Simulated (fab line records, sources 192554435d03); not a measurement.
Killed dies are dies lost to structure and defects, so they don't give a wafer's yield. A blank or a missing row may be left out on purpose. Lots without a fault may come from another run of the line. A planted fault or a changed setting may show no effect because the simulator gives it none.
Chamber matching | flow n5_finfet | N5_BEOL_M2_DESCUM_33 on rie_diel-03: 4 sister chambers
The step chemistry O2, time 7 s. 8 wafers are shown with their chamber, then 9 later ones without.

WAFERS WITH THEIR CHAMBER
wafer  | chamber | showerhead_plenum_p_Torr (Torr) | throttle_valve_pct (%)
L082.1 | 3       | 2.08                            | 20.53
L084.6 | 3       | 2.08                            | 20.54
L087.1 | 0       | 2.21                            | 20.32
L087.2 | 2       | 2.05                            | 20.08
L087.3 | 1       | 2.14                            | 20.18
L089.1 | 0       | 2.20                            | 20.35
L089.2 | 2       | 2.05                            | 20.10
L089.4 | 1       | 2.14                            | 20.17

WAFERS WITHOUT THEIR CHAMBER
wafer  | showerhead_plenum_p_Torr (Torr) | throttle_valve_pct (%)
L091.1 | 2.20                            | 20.36
L091.2 | 2.14                            | 20.18
L091.3 | 2.08                            | 20.53
L093.2 | 2.05                            | 20.11
L093.3 | 2.08                            | 20.55
L093.4 | 2.14                            | 20.17
L094.4 | 2.20                            | 20.37
L094.5 | 2.20                            | 20.37
L094.6 | 2.07                            | 20.56

WHICH CHAMBER EACH WENT THROUGH
wafer  | from the rows above | in truth
L091.1 | 0                   | 0
L091.2 | 1                   | 1
L091.3 | 3                   | 3
L093.2 | 2                   | 2
L093.3 | 3                   | 3
L093.4 | 1                   | 1
L094.4 | 0                   | 0
L094.5 | 0                   | 0
L094.6 | 3                   | 3
Placed correctly: 9 of 9. Can't be placed from these rows: 0. Placed wrongly: 0.
How it was worked out, from the rows above alone: a wafer's distance from a chamber is the root of the sum, over the readings, of the square of ((its reading less the chamber's mean) divided by the reading's scatter). The wafer belongs to the nearest chamber; if the next one is less than 2 further off, it can't be placed. A chamber's mean is the mean of its shown wafers. The scatter: the root of (the sum of the squares of (reading less its chamber's mean) over the shown wafers, divided by (wafers less chambers)).
